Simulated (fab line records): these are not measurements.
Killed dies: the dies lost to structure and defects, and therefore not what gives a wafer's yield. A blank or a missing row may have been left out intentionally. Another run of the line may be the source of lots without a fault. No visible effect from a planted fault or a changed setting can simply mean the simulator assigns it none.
What tool caused it? || flow nand harc || 6 lots with 18 wafers sampled at 3 steps, on a route of 1302 steps

== WHAT EACH GAUGE READ, for each wafer ==
NHARC_A_SIN_REMOVE_INSPECT_04.
{"lot": "L376", "measured": "day 20 13:02", "on": "defect inspect-02", "raw defect count": "406 438 341"}
{"lot": "L377", "measured": "day 21 08:42", "on": "defect inspect-01", "raw defect count": "450 376 337"}
{"lot": "L384", "measured": "day 24 12:13", "on": "defect inspect-01", "raw defect count": "516 470 395"}
{"lot": "L389", "measured": "day 26 10:02", "on": "defect inspect-02", "raw defect count": "310 271 247"}
{"lot": "L394", "measured": "day 29 09:47", "on": "defect inspect-01", "raw defect count": "331 448 335"}
{"lot": "L396", "measured": "day 29 13:38", "on": "defect inspect-01", "raw defect count": "357 290 282"}

== EACH LOT AND THE TOOL THAT RAN IT (in order: tool; ch and the chambers of the sampled wafers; start) ==
{"lot": "L376", "NHARC_A_SLIT_ETCH_24": "rie diel-07 ch 2,3, day 19 23:44", "NHARC_A_SLIT_ETCH_17": "har etch-01 ch 0,1, day 20 02:05"}
{"lot": "L377", "NHARC_A_SLIT_ETCH_24": "rie diel-01 ch 0,2,3, day 20 18:45", "NHARC_A_SLIT_ETCH_17": "har etch-02 ch 0,1, day 20 22:12"}
{"lot": "L384", "NHARC_A_SLIT_ETCH_24": "rie diel-02 ch 0,3, day 23 23:23", "NHARC_A_SLIT_ETCH_17": "har etch-02 ch 0,1, day 24 01:46"}
{"lot": "L389", "NHARC_A_SLIT_ETCH_24": "rie diel-07 ch 1,2,3, day 25 16:34", "NHARC_A_SLIT_ETCH_17": "har etch-02 ch 0,1, day 25 23:15"}
{"lot": "L394", "NHARC_A_SLIT_ETCH_24": "rie diel-01 ch 2,3, day 28 20:58", "NHARC_A_SLIT_ETCH_17": "har etch-01 ch 0,1, day 28 22:07"}
{"lot": "L396", "NHARC_A_SLIT_ETCH_24": "rie diel-07 ch 0,2,3, day 29 01:41", "NHARC_A_SLIT_ETCH_17": "har etch-02 ch 0,1, day 29 03:41"}
- NHARC_A_SLIT_ETCH_24: etches the open film in CF4/CHF3, target depth 121 nm, time 60.5 s.
- NHARC_A_SLIT_ETCH_17: etches the open film in C4F8/O2/Ar, time 4254.5 s, target depth 20300 nm.

== THE ANSWER, worked out from the rows above alone ==
Rule: the lots themselves supply what counts as usual. Put in order of their means at a reading, lots are off if they are a third of the lots or fewer, leave a main group of 4 or more, and stand apart from it by a gap of 3 or more times the standard deviation of the main group's means; of several such gaps the widest counts. Not used: any main group whose means are identical at the precision the tables above print for the reading. A lot without any number at a reading at which 4 lots or more have one is off too. Any other lot the step has rows for is counted as sound.
Across all readings shown, no lot is off: no conclusion can be drawn from this.

== WHAT HAD BEEN PUT IN BY THE SIMULATOR ==
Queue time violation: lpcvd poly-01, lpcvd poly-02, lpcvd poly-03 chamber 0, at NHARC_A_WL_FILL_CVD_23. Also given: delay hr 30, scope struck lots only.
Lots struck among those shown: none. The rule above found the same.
